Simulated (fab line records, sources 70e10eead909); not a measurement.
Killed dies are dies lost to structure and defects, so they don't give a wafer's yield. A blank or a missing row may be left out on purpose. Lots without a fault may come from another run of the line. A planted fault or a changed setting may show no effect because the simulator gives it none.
Chamber matching | flow nand_harc | NHARC_A_SGD_CUT_ETCHBACK_24 on rie_diel-08: 4 sister chambers
The step etches the open film in CH3F/O2, target depth 50 nm, time 92.857 s. 7 wafers are shown with their chamber, then 7 later ones without.

WAFERS WITH THEIR CHAMBER
wafer  | chamber | rf_vpp_V (V) | throttle_valve_pct (%)
L076.3 | 0       | 244.5        | 20.663
L076.4 | 1       | 244.0        | 20.676
L077.6 | 0       | 244.4        | 20.678
L084.1 | 3       | 245.8        | 20.670
L084.5 | 3       | 244.8        | 20.646
L085.4 | 2       | 246.0        | 20.667
L085.5 | 2       | 247.1        | 20.660

WAFERS WITHOUT THEIR CHAMBER
wafer  | rf_vpp_V (V) | throttle_valve_pct (%)
L085.6 | 246.2        | 20.646
L089.2 | 244.4        | 20.669
L089.3 | 246.5        | 20.650
L089.6 | 243.0        | 20.654
L091.1 | 248.1        | 20.659
L091.3 | 246.0        | 20.656
L091.4 | 244.6        | 20.665

WHICH CHAMBER EACH WENT THROUGH
wafer  | from the rows above          | in truth
L085.6 | can't be placed: 2 or 3 or 0 | 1
L089.2 | can't be placed: 0 or 1 or 3 | 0
L089.3 | can't be placed: 2 or 3      | 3
L089.6 | can't be placed: 1 or 0 or 3 | 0
L091.1 | 2                            | 2
L091.3 | can't be placed: 2 or 3 or 0 | 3
L091.4 | can't be placed: 0 or 3 or 1 | 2
Placed correctly: 1 of 7. Can't be placed from these rows: 6 (the true chamber is among the candidates in 4). Placed wrongly: 0.
How it was worked out, from the rows above alone: a wafer's distance from a chamber is the root of the sum, over the readings, of the square of ((its reading less the chamber's mean) divided by the reading's scatter). The wafer belongs to the nearest chamber; if the next one is less than 2 further off, it can't be placed. A chamber's mean is the mean of its shown wafers. The scatter: the root of (the sum of the squares of (reading less its chamber's mean) over the shown wafers, divided by (wafers less chambers)).
